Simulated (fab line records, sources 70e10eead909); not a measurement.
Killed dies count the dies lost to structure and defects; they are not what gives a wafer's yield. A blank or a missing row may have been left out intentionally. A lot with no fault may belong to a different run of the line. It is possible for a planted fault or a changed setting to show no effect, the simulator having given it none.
Which of the tools did it?    flow nandHarc    13 lots, 39 wafers sampled, at 6 steps of a route of 1302

## WHAT THE GAUGES SHOWED, per wafer
NHARC_A_ONON_D2_THK_MEAS_08: measures by ellipsometry.
lot   measured      on            thkNm (nm)
L793  day 12 15:37  filmMetro-01  1005 1006 1004
L794  day 13 06:07  filmMetro-01  1006 1005 1006
L795  day 13 06:12  filmMetro-02  1004 1002 1001
L798  day 14 22:44  filmMetro-02  990 990 991
L799  day 15 05:21  filmMetro-02  996 999 996
L801  day 15 14:52  filmMetro-02  990 991 989
L802  day 16 18:03  filmMetro-01  996 995 993
L803  day 16 21:31  filmMetro-01  993 991 994
L807  day 18 21:44  filmMetro-01  1008 1008 1008
L810  day 19 03:26  filmMetro-01  1005 1004 1006
L814  day 21 12:43  filmMetro-01  995 994 992
L816  day 22 00:47  filmMetro-01  1017 1018 1015
L815  day 22 00:43  filmMetro-01  996 996 997

NHARC_A_ONON_D2_THK_MEAS_11: measures by ellipsometry.
lot   measured      on            thkNm (nm)
L793  day 12 16:11  filmMetro-01  974 975 977
L794  day 13 06:41  filmMetro-02  998 1001 998
L795  day 13 06:46  filmMetro-01  1001 1001 1002
L798  day 14 23:19  filmMetro-02  1005 1006 1007
L799  day 15 05:55  filmMetro-01  993 993 994
L801  day 15 15:26  filmMetro-01  994 996 996
L802  day 16 18:37  filmMetro-01  1008 1008 1009
L803  day 16 22:05  filmMetro-01  980 980 981
L807  day 18 22:19  filmMetro-02  1058 1057 1056
L810  day 19 04:00  filmMetro-01  1066 1066 1066
L814  day 21 13:17  filmMetro-02  988 986 989
L816  day 22 01:21  filmMetro-02  1005 1003 1002
L815  day 22 01:17  filmMetro-01  999 1000 998

NHARC_END_SORT_01.
lot   measured      on         killedAtArray  killedAtOther  killedAtPeriphery  killedDies   killedOpen  killedShort
L807  day 30 17:19  prober-02  675 666 673    0 0 0          2 10 4             677 676 677  1 4 4       0 4 2
L810  day 31 07:44  prober-01  670 667 669    1 0 0          6 10 8             677 677 677  3 5 2       1 4 3

## WHAT TOOL EACH LOT RAN ON (gives the tool, then ch and the chambers of the sampled wafers, and finally the start)
lot   NHARC_A_DECK1_JOINT_CMP_02     NHARC_A_DECK1_JOINT_DEP_16       NHARC_A_ONON_D2_DEP_09
L793  cmp-04 ch 0,1,2, day 12 13:14  pecvd-02 ch 0,2, day 12 13:34    pecvdOnon-02 ch 0, day 12 15:40
L794  cmp-04 ch 2,3, day 13 03:42    pecvd-02 ch 0,2, day 13 04:07    pecvdOnon-02 ch 0, day 13 06:17
L795  cmp-02 ch 0,1,3, day 13 03:50  pecvd-03 ch 0,2, day 13 04:11    pecvdOnon-01 ch 0, day 13 06:19
L798  cmp-03 ch 0,1,3, day 14 20:23  pecvd-03 ch 0,1, day 14 20:45    pecvdOnon-03 ch 0, day 14 22:48
L799  cmp-02 ch 0,1,2, day 15 02:59  pecvd-03 ch 0,1,2, day 15 03:20  pecvdOnon-02 ch 0, day 15 05:25
L801  cmp-03 ch 0,3, day 15 12:28    pecvd-04 ch 0,2, day 15 12:52    pecvdOnon-02 ch 0, day 15 14:58
L802  cmp-02 ch 0,1,2, day 16 15:39  pecvd-02 ch 0,2, day 16 16:03    pecvdOnon-03 ch 0, day 16 18:10
L803  cmp-03 ch 0,3, day 16 19:06    pecvd-03 ch 0,1, day 16 19:31    pecvdOnon-02 ch 0, day 16 21:42
L807  cmp-03 ch 0,2,3, day 18 19:19  pecvd-04 ch 0,1,2, day 18 19:42  pecvdOnon-03 ch 0, day 18 21:55
L810  cmp-04 ch 0,2, day 19 01:02    pecvd-04 ch 0,1,2, day 19 01:25  pecvdOnon-03 ch 0, day 19 03:33
L814  cmp-04 ch 1,2, day 21 10:20    pecvd-03 ch 1,2, day 21 10:45    pecvdOnon-02 ch 0, day 21 12:53
L816  cmp-04 ch 0,1, day 21 22:14    pecvd-02 ch 0,1,2, day 21 22:50  pecvdOnon-02 ch 0, day 22 00:57
L815  cmp-03 ch 1,2, day 21 22:14    pecvd-03 ch 0,1, day 21 22:41    pecvdOnon-01 ch 0, day 22 00:50
- NHARC_A_DECK1_JOINT_CMP_02: polishes SiOx.
- NHARC_A_DECK1_JOINT_DEP_16: deposits SiO2, target thk 45 nm.
- NHARC_A_ONON_D2_DEP_09: target thk 1000 nm.

## AS READ BY THE TOOLS THEMSELVES (means over the sampled wafers that have a number; for cases with no such wafer, the mark the record gives instead)
NHARC_A_DECK1_JOINT_CMP_02.
lot   tool    motorCurrentA (A)
L793  cmp-04  12.3
L794  cmp-04  12.6
L795  cmp-02  11.9
L798  cmp-03  12.9
L799  cmp-02  12.4
L801  cmp-03  12.1
L802  cmp-02  12.6
L803  cmp-03  13.1
L807  cmp-03  12.4
L810  cmp-04  12.0
L814  cmp-04  12.4
L816  cmp-04  12.2
L815  cmp-03  13.4

NHARC_A_DECK1_JOINT_DEP_16.
lot   tool      flowSccm (sccm)  heaterPowerW (W)  throttleValvePct (%)
L793  pecvd-02  2648             519               15.8
L794  pecvd-02  2656             571               15.7
L795  pecvd-03  2646             481               16.2
L798  pecvd-03  2658             530               15.6
L799  pecvd-03  2654             542               16.0
L801  pecvd-04  2649             606               15.8
L802  pecvd-02  2660             475               15.8
L803  pecvd-03  2651             486               15.5
L807  pecvd-04  2647             592               16.1
L810  pecvd-04  2655             613               16.1
L814  pecvd-03  2651             511               15.6
L816  pecvd-02  2646             540               15.8
L815  pecvd-03  2659             547               15.7

## THE ANSWER, worked out from the rows above alone
Rule: what is usual is taken from the lots themselves. The widest of any qualifying gaps counts: lots, ordered by their means at a reading, are off when they make up no more than a third of the lots, leave a main group of 4 or more, and stand apart from it by 3 or more times the standard deviation of that group's means. A main group whose means are all the same, to the digits that the tables above print for the reading, isn't used. A lot without any number at a reading at which 4 lots or more have one is off too. All remaining lots with rows at the step are treated as sound. The gauges are gone through in route order, then the tools' own readings, and for those a lot's mean is taken as printed above. The first step at which some lot is off is used, and at that step the reading that is off furthest; a lot without a number counts as furthest.
Off at NHARC_A_ONON_D2_THK_MEAS_11 (thkNm): L807, L810. For the main group the mean is 995 nm and the standard deviation 10.
If a tool, at a process step before that reading, ran all the lots that are off and no sound lot after the first of them, it fits. The gauges at NHARC_A_ONON_D2_THK_MEAS_11 are tried like those tools. Undecided on this evidence; 2 tools fit (pecvd-04 at NHARC_A_DECK1_JOINT_DEP_16, pecvdOnon-03 at NHARC_A_ONON_D2_DEP_09).

## WHAT WAS PUT IN BY THE SIMULATOR
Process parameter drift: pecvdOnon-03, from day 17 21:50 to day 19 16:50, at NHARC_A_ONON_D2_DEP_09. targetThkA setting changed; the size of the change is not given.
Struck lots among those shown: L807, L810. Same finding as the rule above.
